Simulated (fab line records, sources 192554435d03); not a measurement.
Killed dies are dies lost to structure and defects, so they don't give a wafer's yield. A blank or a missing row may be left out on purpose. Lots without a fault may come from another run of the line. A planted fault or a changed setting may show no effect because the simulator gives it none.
fab line records | flow n5_finfet
record lots=9 wafers=26 last_day=18
route steps=1938 shown SDB@361 HKMG_FIN@388 BEOL_M4@1111 PASSIVATION@1936
lots that met no fault: from a run of the same line without faults
start_h: hours from the record's first day to the start of the lot's first wafer shown | wait_h: hours since the lot's step before | " the same as in the row above | L1.1+2: a row that stands for several wafers | - no value, or no start given | * or withheld: withheld | < > ~ a bound
route shown NAME@n: a module of which the file shows steps, and the number in the route of the first | usual: mean/standard deviation of fault-free wafers | same: alike in all rows | chamber/n: place in a boat | sites: the reading at each site | _std_site: their standard deviation | _edge_site: outer sites' mean less inner sites' | radius_mm: how far each site lies from the wafer's centre | mask NAME#n: copy n | behind: the tool/chamber that last shaped the wafer | hold: why the lot was held/for how many hours/how that ended | device: the transistor (n, p or np) that didn't switch | end of line: the same wafers' tests at the end of the route | a step without rows: its recipe alone | killed: dies lost to structure and defects at the first sort, not the wafer's yield | map: a wafer's dies, x killed, . not, _ none there
set.NAME: the setting as run; set.NAME@STEP: as run at that earlier step | model.NAME: the simulator's own value behind a step, which no gauge read
steps of the route over a sample of lots; a table a step, a row a wafer
services: from which hour (start_h, from the record's first day; less than 0 if before it) a tool's chamber was out of use, for how many hours, and why
## steps
# step N5_SDB_ETCH_18
# recipe chemistry=N2/H2 target=SOC target_depth_a=1000 overetch_a=200 mask_material=SiARC temp_c=40 time_s=150 ion_energy_ev=200 pressure_mtorr=30 source_w=840 bias_w=150 n2_flow_sccm=200 h2_flow_sccm=200
# usual drypump_motor_current_A=5.6/0.55 oes_product_au=0.75/0.061 rf_vpp_V=523.8/2.2 showerhead_plenum_p_Torr=2.54/0.077 throttle_valve_pct=17.76/0.25
# columns lot.wafer tool chamber start_h wait_h drypump_motor_current_A oes_product_au rf_hours_counter_h rf_vpp_V showerhead_plenum_p_Torr throttle_valve_pct
L427.2 rie_diel-02 3 94.40 0.0 5.4 0.72 117 526.9 2.66 17.75
L427.6 " 1 " " 5.1 0.82 - 523.4 2.50 17.81
L428.3 rie_diel-03 1 105.98 0.0 6.1 0.84 19 525.6 2.60 17.49
L428.4 " 3 " " 6.0 0.70 109 524.1 2.55 17.65
L428.5 " 2 " " 5.6 0.83 - 523.7 2.59 17.27
L432.1 rie_diel-03 0 121.57 0.0 5.5 0.76 58 526.8 2.69 17.24
L432.3 " 3 " " 6.0 0.69 116 523.2 2.55 17.68
L432.4 " 1 " " 6.1 0.82 26 524.8 2.60 17.50
L441.1 rie_diel-06 1 173.49 0.0 4.8 0.67 162 520.6 2.42 17.85
L441.2 " 2 " " 5.4 0.75 93 521.8 2.46 17.64
L441.3 " 0 " " 6.2 0.78 35 523.2 2.48 17.76
L440.1 rie_diel-02 0 175.08 0.0 5.4 0.66 154 523.8 2.54 18.02
L440.2 " 1 " " 5.1 0.76 37 522.0 2.49 17.85
L440.3 " 3 " " 5.4 0.69 145 527.0 2.65 17.79
L442.2 rie_diel-06 2 181.41 0.0 5.4 0.74 96 521.5 2.46 17.67
L442.3 " 1 " " 4.8 0.66 164 521.1 2.42 17.86
L442.4 " 3 " " 6.6 0.72 93 526.5 2.58 18.08
L443.1 rie_diel-02 2 191.05 0.0 5.1 0.80 32 521.9 2.49 18.11
L443.5 " 1 " " 5.1 0.76 - 521.6 2.48 17.88
L443.6 " 2 " " 5.1 0.79 - 521.1 2.49 18.11
L444.2 rie_diel-02 3 200.53 0.0 5.4 0.68 153 528.3 2.65 17.81
L444.3 " 0 " " 5.4 0.65 161 522.2 2.54 18.06
L444.4 " 1 " " 5.1 0.76 45 523.1 2.48 17.86
L445.1 rie_diel-06 3 215.73 0.0 6.6 0.71 103 525.2 2.57 18.09
L445.2 " 2 " " 5.4 0.73 106 523.0 2.45 17.66
L445.4 " 0 " " 6.3 0.77 48 522.7 2.48 17.78
# step N5_SDB_CUT_ETCH_26
# recipe chemistry=HBr/Cl2/O2 target=Si target_depth_a=1296 bt_time_s=20 mask_material=SiNx time_s=51.8 ion_energy_ev=* bias_w=* pressure_mtorr=10 icp_w=800 HBr_flow_sccm=150 Cl2_flow_sccm=80 O2_flow_sccm=12
# usual drypump_motor_current_A=5.6/0.31 oes_product_au=0.999/0.014 throttle_valve_pct=37.25/0.3
# columns lot.wafer tool chamber start_h wait_h drypump_motor_current_A oes_product_au rf_hours_counter_h throttle_valve_pct
L427.2 rie_si-06 0 95.00 0.1 5.5 0.988 60 36.91
L427.6 " 1 " " 5.4 1.010 - 37.22
L428.3 rie_si-02 0 108.13 0.1 5.8 1.021 116 37.26
L428.4 " 2 " " 5.8 0.973 77 37.59
L428.5 " 0 " " 5.8 1.021 - 37.27
L432.1 rie_si-02 3 122.68 0.1 5.3 0.980 48 37.50
L432.3 " 0 " " 5.8 1.013 116 37.28
L432.4 " 3 " " 5.3 0.983 - 37.47
L441.1 rie_si-04 1 175.03 0.1 4.9 1.023 5 36.94
L441.2 " 0 " " 6.1 0.993 164 37.87
L441.3 " 2 " " 6.2 0.995 45 37.51
L440.1 rie_si-06 2 175.70 0.1 5.6 0.999 57 36.75
L440.2 " 0 " " 5.5 0.996 62 36.92
L440.3 " 1 " " 5.4 1.010 190 37.23
L442.2 rie_si-06 0 181.97 0.1 5.5 0.988 62 36.91
L442.3 " 1 " " 5.4 1.007 190 37.22
L442.4 " 1 " " 5.4 1.013 - 37.22
L443.1 rie_si-06 0 191.59 0.1 5.5 0.993 63 36.90
L443.5 " 2 " " 5.6 0.989 - 36.76
L443.6 " 0 " " 5.5 0.987 - 36.92
L444.2 rie_si-02 0 201.07 0.1 5.8 1.016 118 37.26
L444.3 " 1 " " 5.1 1.004 1 37.30
L444.4 " 3 " " 5.3 0.978 49 37.50
L445.1 rie_si-04 0 216.57 0.1 6.1 0.995 165 37.83
L445.2 " 1 " " 4.9 1.016 6 36.94
L445.4 " 3 " " 5.6 1.010 69 37.04
# step N5_HKMG_FIN_ALD_74
# recipe material=La2O3 target_thk_a=5 temp_c=250 ald_precursor_family=La-Cp ald_co_reactant=O3 pulse_time_s=6 co_reactant_pulse_time_s=1 purge_time_s=3 co_reactant_purge_time_s=3
# usual co_reactant_pulse_time_s=1/0 co_reactant_purge_time_s=3/0 heater_power_w=330/29 precursor_pulse_height_rel=0.999/0.021 pulse_time_s=6/0
# columns lot.wafer tool chamber start_h wait_h co_reactant_pulse_time_s co_reactant_purge_time_s heater_power_w precursor_pulse_height_rel pulse_time_s
L427.2 ald_hk-03 2 99.28 0.2 1 3 308 1.005 6
L427.6 " 2 " " 1 3 304 1.006 6
L428.3 ald_hk-03 2 112.64 0.1 1 3 300 0.989 6
L428.4 " 3 " " 1 3 326 1.004 6
L428.5 " 3 " " 1 3 340 0.994 6
L432.1 ald_hk-02 3 127.29 0.2 1 3 367 1.003 6
L432.3 " 1 " " 1 3 303 0.973 6
L432.4 " 2 " " 1 3 387 0.979 6
L441.1 ald_hk-03 1 179.49 0.2 - - - - -
L441.2 " 3 " " - - - - -
L441.3 " 0 " " - - - - -
L440.1 ald_hk-02 0 179.92 0.2 - - - - -
L440.2 " 2 " " - - - - -
L440.3 " 1 " " - - - - -
L442.2 ald_hk-03 2 186.19 0.2 - - - - -
L442.3 " 3 " " - - - - -
L442.4 " 0 " " - - - - -
L443.1 ald_hk-01 1 196.11 0.2 1 3 300 1.002 6
L443.5 " 2 " " 1 3 317 0.989 6
L443.6 " 1 " " 1 3 306 1.023 6
L444.2 ald_hk-03 2 206.16 0.2 1 3 304 0.978 6
L444.3 " 0 " " 1 3 333 0.984 6
L444.4 " 1 " " 1 3 318 0.978 6
L445.1 ald_hk-03 0 220.82 0.2 1 3 332 0.990 6
L445.2 " 2 " " 1 3 301 1.042 6
L445.4 " 3 " " 1 3 338 1.023 6
# step N5_HKMG_FIN_ALD_75
# recipe material=Al2O3 target_thk_a=10 temp_c=150 ald_precursor_family=TMA ald_co_reactant=H2O pulse_time_s=withheld co_reactant_pulse_time_s=1
# usual heater_power_outer_w=76/8.7 heater_power_w=142/12 precursor_pulse_height_rel=1.000/0.02
# columns lot.wafer tool chamber start_h wait_h heater_power_outer_w heater_power_w precursor_pulse_height_rel
L427.2 ald_hk-03 2 99.36 0.0 71 132 0.974
L427.6 " 2 " " 72 132 0.984
L428.3 ald_hk-03 2 112.71 0.0 73 132 1.026
L428.4 " 3 " " 78 139 0.994
L428.5 " 3 " " 80 146 1.041
L432.1 ald_hk-02 3 127.36 0.0 78 159 1.018
L432.3 " 1 " " 70 126 0.987
L432.4 " 2 " " 101 170 0.982
L441.1 ald_hk-03 1 179.56 0.0 73 135 0.974
L441.2 " 3 " " 80 149 1.029
L441.3 " 0 " " 75 144 0.991
L440.1 ald_hk-02 0 180.00 0.0 79 143 1.004
L440.2 " 2 " " 103 168 0.998
L440.3 " 1 " " 70 129 0.961
L442.2 ald_hk-03 2 186.27 0.0 70 132 0.991
L442.3 " 3 " " 79 145 1.006
L442.4 " 0 " " 74 144 0.996
L443.1 ald_hk-01 1 196.18 0.0 66 128 0.985
L443.5 " 2 " " 70 131 1.013
L443.6 " 1 " " 67 131 1.000
L444.2 ald_hk-03 2 206.24 0.0 71 132 1.013
L444.3 " 0 " " 74 142 1.025
L444.4 " 1 " " 71 139 1.014
L445.1 ald_hk-03 0 220.90 0.0 73 145 0.967
L445.2 " 2 " " 71 134 1.020
L445.4 " 3 " " 79 145 0.974
# step N5_BEOL_M4_RC_MEAS_101
# usual DIBL_N=36.0/1.9 DIBL_P=36.0/2.1 IOFF_N=0.155/0.029 IOFF_P=0.20/0.032 IOFF_P_85C=3.6/0.48 IOFF_P_LIN=0.097/0.011 IOFF_P_LONG=0.000104/8.9e-06 ION_N=672/11 ION_P=461/6.9 SS_N=71.5/0.58 SS_P=73.2/0.64 VT_N=250.4/2.9 VT_N_LVT=98/3.1 VT_P=-251.0/2.8 VT_P_LONG=-276/3.2
# columns lot.wafer tool chamber start_h wait_h DIBL_N[mV/V] DIBL_P[mV/V] IOFF_N[nA/um] IOFF_P[nA/um] IOFF_P_85C[nA/um] IOFF_P_LIN[nA/um] IOFF_P_LONG[nA/um] ION_N[uA/um] ION_P[uA/um] SS_N[mV/dec] SS_P[mV/dec] VT_N[mV] VT_N_LVT[mV] VT_P[mV] VT_P_LONG[mV]
L427.2 prober-01 0 210.12 0.2 34.8 34.1 0.124 0.19 3.3 0.095 0.000118 666 460 71.1 72.9 252.0 101 -249.1 -272
L427.6 " 0 " " 36.1 35.2 0.143 0.20 3.6 0.100 0.000115 660 460 71.8 73.1 251.5 101 -249.3 -274
L428.3 prober-02 0 214.62 0.3 40.6 39.6 0.218 0.27 4.5 0.115 0.000103 676 465 72.8 74.5 248.8 94 -248.0 -281
L428.4 " 0 " " 39.2 39.2 0.194 0.25 4.3 0.111 0.000106 686 466 72.2 74.2 246.9 95 -246.9 -274
L428.5 " 0 " " 41.7 41.4 0.236 0.30 5.0 0.126 0.000104 678 467 72.6 74.4 246.5 94 -246.9 -276
L432.1 prober-01 0 240.97 0.0 36.0 37.2 0.153 0.21 3.7 0.102 0.00011 688 469 70.9 74.1 249.2 100 -248.9 -275
L432.3 " 0 " " 35.7 36.8 0.155 0.22 3.8 0.105 0.000105 672 467 71.1 73.8 250.3 99 -250.4 -275
L432.4 " 0 " " 34.6 35.8 0.135 0.20 3.5 0.099 0.000109 665 466 71.5 73.6 251.7 101 -249.1 -274
L441.1 prober-02 0 283.94 0.0 36.7 37.7 0.173 48.36 352.9 22.156 0.021515 684 667 71.7 73.8 248.6 248 -96.7 -122
L441.2 " 0 " " 37.2 38.2 0.186 49.63 362.5 22.432 0.02085 669 653 71.4 74.2 245.9 247 -96.2 -123
L441.3 " 0 " " 38.1 40.3 0.202 59.53 420.6 25.422 0.021302 688 675 72.0 74.6 245.9 244 -93.6 -122
L440.1 prober-01 0 285.18 0.0 35.9 37.5 0.158 43.87 314.5 20.110 0.017112 682 666 71.7 73.3 251.3 251 -99.7 -128
L440.2 " 0 " " 37.4 38.4 0.185 45.20 327.8 20.482 0.01664 674 658 71.9 74.0 250.6 248 -100.3 -129
L440.3 " 0 " " 35.4 37.0 0.133 39.95 293.0 18.666 0.016963 658 655 71.7 73.5 255.4 252 -101.4 -128
L442.2 prober-02 0 288.21 0.2 35.1 36.3 0.144 45.81 334.4 21.568 0.021583 677 664 70.6 73.3 249.4 251 -97.7 -121
L442.3 " 0 " " 32.9 34.1 0.119 37.45 285.6 18.555 0.021321 654 644 70.8 72.2 250.0 255 -99.7 -122
L442.4 " 0 " " 35.1 37.0 0.155 47.13 348.0 22.256 0.021537 681 666 71.7 73.2 247.5 251 -96.9 -121
L443.1 prober-02 0 303.98 0.0 38.0 36.8 0.169 0.22 3.9 0.105 0.000104 676 469 72.0 73.9 249.1 99 -247.3 -276
L443.5 " 0 " " 36.2 35.3 0.148 0.20 3.5 0.097 0.000101 673 462 70.9 73.6 250.4 100 -249.4 -277
L443.6 " 0 " " 38.5 37.9 0.187 0.23 4.0 0.107 9.9e-05 679 460 71.9 74.0 246.4 97 -247.4 -278
L444.2 prober-02 0 312.04 0.2 33.6 33.1 0.130 0.18 3.2 0.093 0.000119 675 467 71.5 72.1 250.5 99 -250.3 -272
L444.3 " 0 " " 32.7 32.2 0.124 0.17 3.0 0.089 0.00012 673 464 70.7 72.4 255.6 99 -251.7 -272
L444.4 " 0 " " 34.6 33.9 0.132 0.19 3.3 0.094 0.000115 656 457 70.9 72.7 253.0 101 -251.1 -271
L445.1 prober-01 0 313.78 0.0 34.4 35.1 0.149 0.19 3.4 0.093 9.7e-05 682 466 71.6 73.0 252.9 95 -249.1 -278
L445.2 " 0 " " 33.3 33.1 0.118 0.15 2.8 0.079 9.8e-05 661 450 71.0 72.6 255.5 100 -255.7 -279
L445.4 " 0 " " 32.8 33.0 0.119 0.16 3.0 0.085 0.000102 674 462 70.4 72.9 251.2 98 -253.9 -279
# step N5_PASSIVATION_PROBE_49
# usual defect_limited_yield=91.0/1.5 killed_at_M0_to_M3=33/9.4 killed_at_M4_up=14/4.8 killed_at_contacts=13/7.3 killed_at_front_end=43/13 killed_at_other=3.6/2.9 killed_dies=106/18 killed_open=69/13 killed_short=35/8.2 sort_bin_4_leakage=0/0 sort_bin_5_function=5.3/1 sort_bin_6_memory=3.3/0.68 sort_n_pass=1074/18 sort_yield_pct=91.0/1.5
# same gross_dies=1180 killed_at_back_side=0 sort_bin_8_speed[%]=0
# columns lot.wafer tool chamber start_h wait_h defect_limited_yield[%] killed_at_M0_to_M3 killed_at_M4_up killed_at_contacts killed_at_front_end killed_at_other killed_dies killed_open killed_short sort_bin_4_leakage[%] sort_bin_5_function[%] sort_bin_6_memory[%] sort_n_pass sort_yield_pct[%]
L428.3 prober-01 - 317.13 0.1 95.4 19 11 1 23 0 54 35 19 0 3.1 1.4 1126 95.4
L428.4 prober-01 - 317.18 0.2 95.1 22 10 0 25 1 58 36 20 0 3.6 1.1 1122 95.1
L428.5 prober-01 - 317.23 0.2 93.1 19 13 9 35 5 81 62 19 0 4.0 2.5 1099 93.1
L432.1 prober-01 - 350.89 0.0 92.1 27 13 18 34 1 93 68 25 0 4.9 2.5 1087 92.1
L432.3 prober-01 - 350.99 0.1 91.2 40 5 7 52 0 104 69 33 0 5.3 3.2 1076 91.2
L432.4 prober-01 - 351.04 0.2 87.4 42 12 6 85 4 149 89 56 0 7.6 4.1 1031 87.4
L440.1 prober-02 - 388.38 0.0 92.1 25 11 14 36 7 93 59 33 92.12 4.2 3.2 0 0
L440.2 prober-02 - 388.43 0.1 89.2 35 17 7 59 9 127 82 42 89.24 5.8 4.2 0 0
L440.3 prober-02 - 388.48 0.1 89.3 47 20 16 37 6 126 79 45 89.32 5.8 4.7 0 0
L441.1 prober-01 - 390.18 0.0 90.6 30 17 26 36 2 111 69 42 90.59 5.3 3.6 0 0
L441.2 prober-01 - 390.23 0.1 92.6 18 8 20 41 0 87 55 32 92.63 4.4 2.5 0 0
L441.3 prober-01 - 390.28 0.1 93.4 20 18 15 22 3 78 56 22 93.39 4.0 2.3 0 0
L442.2 prober-01 - 400.40 0.1 93.2 24 16 20 20 0 80 53 21 93.22 4.2 2.0 0 0
L442.3 prober-01 - 400.45 0.1 91.7 27 16 27 26 2 98 69 26 91.69 4.4 3.3 0 0
L442.4 prober-01 - 400.50 0.2 90.9 23 20 21 38 5 107 70 37 90.93 5.1 3.6 0 0
L443.1 prober-02 - 404.19 0.0 92.7 24 16 6 38 2 86 58 26 0 4.3 2.9 1094 92.7
L443.5 prober-02 - 404.39 0.2 90.9 44 11 4 43 5 107 68 36 0 5.1 3.4 1073 90.9
L443.6 prober-02 - 404.44 0.3 90.3 30 14 13 54 4 115 69 38 0 5.8 3.4 1065 90.3
L444.2 prober-01 - 421.97 0.1 92.4 24 16 20 29 1 90 60 28 0 5.2 2.3 1090 92.4
L444.3 prober-01 - 422.02 0.1 89.6 45 20 20 37 1 123 76 47 0 6.0 4.2 1057 89.6
L444.4 prober-01 - 422.07 0.2 88.6 52 17 16 46 4 135 81 49 0 6.4 4.4 1045 88.6
# killed by level:class
L428.3 BEOL_M0_SAQP:geometric_particle:short=6 FIN_SAQP:geometric_particle:open=5 BEOL_M4:geometric_particle:open=5 GATE_CUT:geometric_particle:open=4 BEOL_M0_SAQP:geometric_particle:open=4 ILD0:geometric_particle:open=3 GATE_CUT:geometric_particle:short=3 BEOL_M0:geometric_particle:open=3
L428.4 BEOL_M2:geometric_particle:open=8 FIN_SAQP:geometric_particle:open=5 BEOL_M4:geometric_particle:open=5 FIN_SAQP:geometric_particle:short=4 GATE_CUT:geometric_particle:open=4 BEOL_M0_SAQP:geometric_particle:short=4 BEOL_M0:geometric_particle:open=3 BEOL_M1:geometric_particle:open=3
L428.5 FIN_SAQP:geometric_particle:open=11 MOL_CONTACT_COAG:geometric_particle:open=8 STI_FIN_REVEAL:geometric_particle:open=7 BEOL_M1:geometric_particle:open=6 BEOL_M4:geometric_particle:open=5 BEOL_M0:geometric_particle:open=4 FIN_SAQP:geometric_particle:short=3 BEOL_M0_SAQP:geometric_particle:open=3
L432.1 MOL_CONTACT_COAG:geometric_particle:open=13 STI_FIN_REVEAL:geometric_particle:open=9 FIN_SAQP:geometric_particle:open=8 BEOL_M2:geometric_particle:open=6 BEOL_M5:geometric_particle:open=6 MOL_CONTACT_COAG:geometric_particle:short=5 FIN_SAQP:geometric_particle:short=4 BEOL_M1:geometric_particle:open=4
L432.3 FIN_SAQP:geometric_particle:open=15 FIN_SAQP:geometric_particle:short=11 BEOL_M2:geometric_particle:open=11 BEOL_M0_SAQP:geometric_particle:short=9 BEOL_M0_SAQP:geometric_particle:open=7 STI_FIN_REVEAL:geometric_particle:open=6 MOL_CONTACT_COAG:geometric_particle:open=6 GATE_CUT:geometric_particle:open=4
L432.4 FIN_SAQP:geometric_particle:open=33 FIN_SAQP:geometric_particle:short=21 BEOL_M2:geometric_particle:open=15 BEOL_M0_SAQP:geometric_particle:open=7 BEOL_M1:geometric_particle:open=6 MOL_CONTACT_COAG:geometric_particle:open=5 BEOL_M4:geometric_particle:open=5 STARTING-WAFER:geometric_particle:open=5
L440.1 MOL_CONTACT_COAG:geometric_particle:open=13 FIN_SAQP:geometric_particle:open=8 BEOL_M3:geometric_particle:open=7 BEOL_M0_SAQP:geometric_particle:open=6 STI_FIN_REVEAL:geometric_particle:open=5 BEOL_M0_SAQP:geometric_particle:short=5 FIN_SAQP:geometric_particle:short=4 BEOL_M3:geometric_particle:short=4
L440.2 FIN_SAQP:geometric_particle:short=14 STI_FIN_REVEAL:geometric_particle:open=14 FIN_SAQP:geometric_particle:open=9 BEOL_M4:geometric_particle:open=9 BEOL_M0_SAQP:geometric_particle:short=8 BEOL_M0_SAQP:geometric_particle:open=7 DUMMY_GATE:geometric_particle:open=6 STARTING-WAFER:geometric_particle:open=6
L440.3 MOL_CONTACT_COAG:geometric_particle:open=14 BEOL_M0_SAQP:geometric_particle:short=11 FIN_SAQP:geometric_particle:short=10 BEOL_M0_SAQP:geometric_particle:open=10 BEOL_M1:geometric_particle:open=8 BEOL_M2:geometric_particle:open=7 BEOL_M3:geometric_particle:open=6 GATE_CUT:geometric_particle:short=5
L441.1 MOL_CONTACT_COAG:geometric_particle:open=19 STI_FIN_REVEAL:geometric_particle:open=17 BEOL_M0_SAQP:geometric_particle:open=10 BEOL_M0_SAQP:geometric_particle:short=10 FIN_SAQP:geometric_particle:short=8 MOL_CONTACT_COAG:geometric_particle:short=7 BEOL_M2:geometric_particle:open=5 GATE_CUT:geometric_particle:short=4
L441.2 MOL_CONTACT_COAG:geometric_particle:open=16 STI_FIN_REVEAL:geometric_particle:open=11 FIN_SAQP:geometric_particle:short=10 FIN_SAQP:geometric_particle:open=8 BEOL_M0_SAQP:geometric_particle:short=7 MOL_CONTACT_COAG:geometric_particle:short=4 BEOL_M2:geometric_particle:open=4 STI_FIN_REVEAL:geometric_particle:short=3
L441.3 MOL_CONTACT_COAG:geometric_particle:open=14 STI_FIN_REVEAL:geometric_particle:open=7 FIN_SAQP:geometric_particle:short=4 BEOL_M0_SAQP:geometric_particle:open=4 BEOL_M4:geometric_particle:open=4 STARTING-WAFER:geometric_particle:open=4 GATE_CUT:geometric_particle:short=3 DUMMY_GATE:geometric_particle:open=3
L442.2 MOL_CONTACT_COAG:geometric_particle:open=17 BEOL_M2:geometric_particle:open=10 BEOL_M4:geometric_particle:short=6 HKMG_FIN:area_etch=5 FIN_SAQP:geometric_particle:open=4 BEOL_M3:geometric_particle:open=4 MOL_CONTACT_COAG:geometric_particle:short=3 BEOL_M0_SAQP:geometric_particle:short=3
L442.3 MOL_CONTACT_COAG:geometric_particle:open=23 FIN_SAQP:geometric_particle:open=8 BEOL_M4:geometric_particle:open=8 BEOL_M3:geometric_particle:open=7 BEOL_M2:geometric_particle:open=6 MOL_CONTACT_COAG:geometric_particle:short=4 BEOL_M1:geometric_particle:open=4 BEOL_M4:geometric_particle:short=4
L442.4 MOL_CONTACT_COAG:geometric_particle:open=17 FIN_SAQP:geometric_particle:open=12 FIN_SAQP:geometric_particle:short=9 BEOL_M4:geometric_particle:open=9 BEOL_M3:geometric_particle:open=6 BEOL_M0_SAQP:geometric_particle:short=5 MOL_CONTACT_COAG:geometric_particle:short=4 BEOL_M0_SAQP:geometric_particle:open=4
L443.1 STI_FIN_REVEAL:geometric_particle:open=9 BEOL_M1:geometric_particle:open=7 GATE_CUT:geometric_particle:short=6 MOL_CONTACT_COAG:geometric_particle:open=6 DUMMY_GATE:geometric_particle:open=5 BEOL_M2:geometric_particle:open=5 BEOL_M4:geometric_particle:short=5 BEOL_M6:geometric_particle:open=5
L443.5 STI_FIN_REVEAL:geometric_particle:open=13 BEOL_M0_SAQP:geometric_particle:open=10 BEOL_M2:geometric_particle:open=10 BEOL_M0_SAQP:geometric_particle:short=7 BEOL_M1:geometric_particle:open=7 GATE_CUT:geometric_particle:short=6 BEOL_M4:geometric_particle:open=6 FIN_SAQP:geometric_particle:open=4
L443.6 STI_FIN_REVEAL:geometric_particle:open=13 BEOL_M1:geometric_particle:open=10 FIN_SAQP:geometric_particle:short=9 MOL_CONTACT_COAG:geometric_particle:open=8 FIN_SAQP:geometric_particle:open=7 DUMMY_GATE:geometric_particle:open=7 BEOL_M1:geometric_particle:short=5 BEOL_M2:geometric_particle:open=5
L444.2 MOL_CONTACT_COAG:geometric_particle:open=17 BEOL_M0_SAQP:geometric_particle:short=11 BEOL_M4:geometric_particle:open=10 FIN_SAQP:geometric_particle:open=5 DUMMY_GATE:geometric_particle:open=5 BEOL_M0_SAQP:geometric_particle:open=5 GATE_CUT:geometric_particle:short=4 BEOL_M3:geometric_particle:open=4
L444.3 MOL_CONTACT_COAG:geometric_particle:open=12 FIN_SAQP:geometric_particle:open=11 BEOL_M4:geometric_particle:open=11 BEOL_M1:geometric_particle:open=9 BEOL_M0_SAQP:geometric_particle:open=9 FIN_SAQP:geometric_particle:short=8 MOL_CONTACT_COAG:geometric_particle:short=8 BEOL_M0:geometric_particle:short=8
L444.4 BEOL_M0_SAQP:geometric_particle:short=21 MOL_CONTACT_COAG:geometric_particle:open=16 FIN_SAQP:geometric_particle:short=15 BEOL_M0_SAQP:geometric_particle:open=12 FIN_SAQP:geometric_particle:open=10 BEOL_M2:geometric_particle:open=9 BEOL_M4:geometric_particle:open=7 DUMMY_GATE:geometric_particle:open=6
## services
# columns tool chamber start_h hours kind
rie_diel-02 2 74.93 - clean
rie_diel-02 2 74.93 - consumable_replace:focus_ring
rie_diel-02 2 74.93 26.6 scheduled_down
rie_diel-02 2 74.93 26.6 vent_cycle
rie_si-04 - 89.53 2.8 pm
rie_si-06 3 94.51 - clean
rie_si-06 3 94.51 25.5 scheduled_down
rie_si-06 3 94.51 25.5 vent_cycle
rie_si-02 2 95.63 3.7 repair
rie_diel-06 - 100.57 14.6 pm
rie_si-04 - 105.97 0.4 repair
rie_si-02 1 115.70 - clean
rie_si-02 1 115.70 19.8 scheduled_down
rie_si-02 1 115.70 19.8 vent_cycle
ald_hk-01 - 123.43 0.9 repair
rie_diel-06 0 131.05 5.5 repair
rie_si-02 3 152.36 10.0 repair
rie_si-06 3 152.71 48.8 repair
rie_diel-06 0 162.38 3.7 repair
rie_diel-02 1 162.82 3.1 repair
rie_si-06 1 201.49 - clean
rie_si-06 1 201.49 20.9 scheduled_down
rie_si-06 1 201.49 20.9 vent_cycle
rie_si-04 2 219.94 2.9 repair
## key
first_sign step=N5_HKMG_FIN_ALD_74 reading=tool_record direction=missing
effect step=N5_BEOL_M4_RC_MEAS_101 reading=IOFF_P_LONG direction=up sigmas=99+ usual=0.000104 struck=0.019869
effect step=N5_BEOL_M4_RC_MEAS_101 reading=IOFF_P_LIN direction=up sigmas=99+ usual=0.097 struck=21.294
effect step=N5_BEOL_M4_RC_MEAS_101 reading=IOFF_P direction=up sigmas=99+ usual=0.20 struck=46.32
effect step=N5_BEOL_M4_RC_MEAS_101 reading=IOFF_P_85C direction=up sigmas=99+ usual=3.6 struck=337.7
effect step=N5_BEOL_M4_RC_MEAS_101 reading=VT_P direction=up sigmas=55 usual=-251.0 struck=-98.0
effect step=N5_BEOL_M4_RC_MEAS_101 reading=VT_N_LVT direction=up sigmas=49 usual=98 struck=250
effect step=N5_BEOL_M4_RC_MEAS_101 reading=VT_P_LONG direction=up sigmas=48 usual=-276 struck=-124
effect step=N5_BEOL_M4_RC_MEAS_101 reading=ION_P direction=up sigmas=29 usual=461 struck=661
effect step=N5_PASSIVATION_PROBE_49 reading=sort_bin_4_leakage direction=up sigmas=99+ usual=0 struck=91.46
met_at N5_HKMG_FIN_ALD_74
struck_lots L440,L441,L442
not_acting_at N5_SDB_ETCH_18,N5_SDB_CUT_ETCH_26,N5_HKMG_FIN_ALD_75
onset_between 127.29 179.49
fault kind=skipped_step_whole tool=ald_hk-02,ald_hk-03 chamber=- onset_h=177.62 steps=N5_HKMG_FIN_ALD_74 scope=struck_lots_only
